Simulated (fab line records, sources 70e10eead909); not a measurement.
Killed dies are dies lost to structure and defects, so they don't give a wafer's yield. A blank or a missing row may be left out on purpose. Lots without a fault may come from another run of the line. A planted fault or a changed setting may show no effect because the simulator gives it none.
Chamber matching | flow nand_harc | NHARC_A_STAIRCASE_DESCUM_11 on rie_diel-09: 4 sister chambers
The step chemistry O2, time 3 s. 8 wafers are shown with their chamber, then 9 later ones without.

WAFERS WITH THEIR CHAMBER
wafer  | chamber | showerhead_plenum_p_Torr (Torr) | drypump_motor_current_A (A)
L079.6 | 3       | 1.78                            | 6.4
L081.2 | 3       | 1.78                            | 6.4
L090.1 | 0       | 1.82                            | 5.2
L090.2 | 2       | 2.04                            | 5.2
L090.4 | 1       | 2.02                            | 5.7
L091.4 | 0       | 1.81                            | 5.2
L091.5 | 1       | 2.02                            | 5.8
L091.6 | 2       | 2.04                            | 5.3

WAFERS WITHOUT THEIR CHAMBER
wafer  | showerhead_plenum_p_Torr (Torr) | drypump_motor_current_A (A)
L095.1 | 1.77                            | 6.4
L095.2 | 2.01                            | 5.7
L095.3 | 2.03                            | 5.2
L095.4 | 1.81                            | 5.2
L095.5 | 1.77                            | 6.4
L095.6 | 2.03                            | 5.2
L096.1 | 1.81                            | 5.2
L096.4 | 2.01                            | 5.8
L096.6 | 1.77                            | 6.4

WHICH CHAMBER EACH WENT THROUGH
wafer  | from the rows above | in truth
L095.1 | 3                   | 3
L095.2 | 1                   | 1
L095.3 | 2                   | 2
L095.4 | 0                   | 0
L095.5 | 3                   | 3
L095.6 | 2                   | 2
L096.1 | 0                   | 0
L096.4 | 1                   | 1
L096.6 | 3                   | 3
Placed correctly: 9 of 9. Can't be placed from these rows: 0. Placed wrongly: 0.
How it was worked out, from the rows above alone: a wafer's distance from a chamber is the root of the sum, over the readings, of the square of ((its reading less the chamber's mean) divided by the reading's scatter). The wafer belongs to the nearest chamber; if the next one is less than 2 further off, it can't be placed. A chamber's mean is the mean of its shown wafers. The scatter: the root of (the sum of the squares of (reading less its chamber's mean) over the shown wafers, divided by (wafers less chambers)).
